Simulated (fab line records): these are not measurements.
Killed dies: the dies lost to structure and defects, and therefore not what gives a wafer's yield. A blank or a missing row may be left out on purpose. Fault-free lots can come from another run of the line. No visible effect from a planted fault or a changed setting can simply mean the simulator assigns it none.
Matching of chambers || flow n5 finfet || rie diel-01 running N5_BEOL_M2_STRIP_36: 4 sister chambers
The step strips in N2/H2. 4 wafers are shown with their chamber, then 12 later ones without.

WAFERS WITH THEIR CHAMBER
{"wafer": "L088.1", "chamber": 3, "drypump motor current A (A)": 5.7}
{"wafer": "L088.2", "chamber": 2, "drypump motor current A (A)": 6.2}
{"wafer": "L088.5", "chamber": 1, "drypump motor current A (A)": 6.0}
{"wafer": "L088.6", "chamber": 0, "drypump motor current A (A)": 6.0}

WAFERS MISSING THEIR CHAMBER
{"wafer": "L092.1", "drypump motor current A (A)": 5.8}
{"wafer": "L092.2", "drypump motor current A (A)": 6.1}
{"wafer": "L092.3", "drypump motor current A (A)": 6.2}
{"wafer": "L093.1", "drypump motor current A (A)": 6.2}
{"wafer": "L093.2", "drypump motor current A (A)": 5.7}
{"wafer": "L093.5", "drypump motor current A (A)": 6.1}
{"wafer": "L095.2", "drypump motor current A (A)": 6.0}
{"wafer": "L095.3", "drypump motor current A (A)": 6.0}
{"wafer": "L095.6", "drypump motor current A (A)": 6.0}
{"wafer": "L097.1", "drypump motor current A (A)": 6.1}
{"wafer": "L097.4", "drypump motor current A (A)": 6.1}
{"wafer": "L097.6", "drypump motor current A (A)": 6.0}

CHAMBER TAKEN BY EACH
{"wafer": "L092.1", "from the rows above": "can't be placed: 3 or 0 or 1", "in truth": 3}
{"wafer": "L092.2", "from the rows above": "can't be placed: 0 or 1 or 2", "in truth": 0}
{"wafer": "L092.3", "from the rows above": 2, "in truth": 2}
{"wafer": "L093.1", "from the rows above": 2, "in truth": 2}
{"wafer": "L093.2", "from the rows above": 3, "in truth": 3}
{"wafer": "L093.5", "from the rows above": "can't be placed: 0 or 1 or 2", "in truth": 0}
{"wafer": "L095.2", "from the rows above": "can't be placed: 0 or 1", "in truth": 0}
{"wafer": "L095.3", "from the rows above": "can't be placed: 0 or 1", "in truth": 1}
{"wafer": "L095.6", "from the rows above": "can't be placed: 0 or 1", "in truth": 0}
{"wafer": "L097.1", "from the rows above": "can't be placed: 0 or 1 or 2", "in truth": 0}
{"wafer": "L097.4", "from the rows above": "can't be placed: 0 or 1 or 2", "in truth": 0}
{"wafer": "L097.6", "from the rows above": "can't be placed: 0 or 1", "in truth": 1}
Correctly placed: 3 of 12. Can't be placed from these rows: 9 (the true chamber is among the candidates in 9). Placed wrongly: 0.
How it was worked out, from the rows above alone: a wafer's distance from a chamber is the root of the sum, over the readings, of the square of ((its reading less the chamber's mean) divided by the reading's scatter). The wafer belongs to the nearest chamber; if the next one is less than 2 further off, it can't be placed. For every chamber, the mean is computed from those of its wafers that are shown. The scatter: root of mean squared gap, hidden wafer to nearest shown wafer, with one shown wafer a chamber.
